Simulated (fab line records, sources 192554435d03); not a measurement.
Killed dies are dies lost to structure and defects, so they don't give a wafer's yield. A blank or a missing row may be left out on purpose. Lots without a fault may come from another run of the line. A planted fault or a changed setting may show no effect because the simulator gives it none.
Chamber matching | flow n5_finfet | N5_BEOL_M0_DEP_125 on pecvd-03: 3 sister chambers
The step deposits SiCN from 3MS/NH3, target thk 8 nm, time 14 s. 3 wafers are shown with their chamber, then 9 later ones without.

WAFERS WITH THEIR CHAMBER
wafer  | chamber | showerhead_plenum_p_Torr (Torr)
L087.5 | 2       | 3.697
L088.1 | 0       | 3.695
L088.4 | 1       | 3.670

WAFERS WITHOUT THEIR CHAMBER
wafer  | showerhead_plenum_p_Torr (Torr)
L090.2 | 3.679
L090.3 | 3.688
L090.5 | 3.674
L092.1 | 3.670
L092.2 | 3.684
L092.3 | 3.688
L094.1 | 3.686
L094.5 | 3.685
L094.6 | 3.691

WHICH CHAMBER EACH WENT THROUGH
wafer  | from the rows above          | in truth
L090.2 | can't be placed: 1 or 0 or 2 | 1
L090.3 | can't be placed: 0 or 2 or 1 | 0
L090.5 | 1                            | 1
L092.1 | 1                            | 1
L092.2 | can't be placed: 0 or 2 or 1 | 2
L092.3 | can't be placed: 0 or 2 or 1 | 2
L094.1 | can't be placed: 0 or 2 or 1 | 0
L094.5 | can't be placed: 0 or 2 or 1 | 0
L094.6 | can't be placed: 0 or 2      | 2
Placed correctly: 2 of 9. Can't be placed from these rows: 7 (the true chamber is among the candidates in 7). Placed wrongly: 0.
How it was worked out, from the rows above alone: a wafer's distance from a chamber is the root of the sum, over the readings, of the square of ((its reading less the chamber's mean) divided by the reading's scatter). The wafer belongs to the nearest chamber; if the next one is less than 2 further off, it can't be placed. A chamber's mean is the mean of its shown wafers. The scatter: with one shown wafer a chamber, the root of the mean of the squares of how far each hidden wafer lies from its nearest shown one.
